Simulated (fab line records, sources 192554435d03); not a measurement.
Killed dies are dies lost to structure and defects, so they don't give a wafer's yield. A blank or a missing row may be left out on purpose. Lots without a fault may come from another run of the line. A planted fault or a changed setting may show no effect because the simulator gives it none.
Chamber matching | flow n5_finfet | N5_BEOL_M7_VIA_ETCH_34 on rie_diel-06: 4 sister chambers
The step etches SiCOH lowk in C4F6/O2, target depth 125.5 nm, time 50.5 s. 4 wafers are shown with their chamber, then 11 later ones without.

WAFERS WITH THEIR CHAMBER
wafer  | chamber | rf_vpp_V (V)
L087.6 | 1       | 678
L089.2 | 3       | 654
L089.6 | 2       | 675
L092.3 | 0       | 672

WAFERS WITHOUT THEIR CHAMBER
wafer  | rf_vpp_V (V)
L092.4 | 673
L092.6 | 656
L093.1 | 672
L093.3 | 657
L093.4 | 674
L095.2 | 657
L095.5 | 672
L095.6 | 656
L097.1 | 677
L097.2 | 672
L097.4 | 655

WHICH CHAMBER EACH WENT THROUGH
wafer  | from the rows above          | in truth
L092.4 | can't be placed: 0 or 2      | 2
L092.6 | 3                            | 3
L093.1 | can't be placed: 0 or 2      | 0
L093.3 | 3                            | 3
L093.4 | can't be placed: 2 or 0 or 1 | 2
L095.2 | 3                            | 3
L095.5 | can't be placed: 0 or 2      | 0
L095.6 | 3                            | 3
L097.1 | can't be placed: 1 or 2      | 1
L097.2 | can't be placed: 0 or 2      | 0
L097.4 | 3                            | 3
Placed correctly: 5 of 11. Can't be placed from these rows: 6 (the true chamber is among the candidates in 6). Placed wrongly: 0.
How it was worked out, from the rows above alone: a wafer's distance from a chamber is the root of the sum, over the readings, of the square of ((its reading less the chamber's mean) divided by the reading's scatter). The wafer belongs to the nearest chamber; if the next one is less than 2 further off, it can't be placed. A chamber's mean is the mean of its shown wafers. The scatter: with one shown wafer a chamber, the root of the mean of the squares of how far each hidden wafer lies from its nearest shown one.
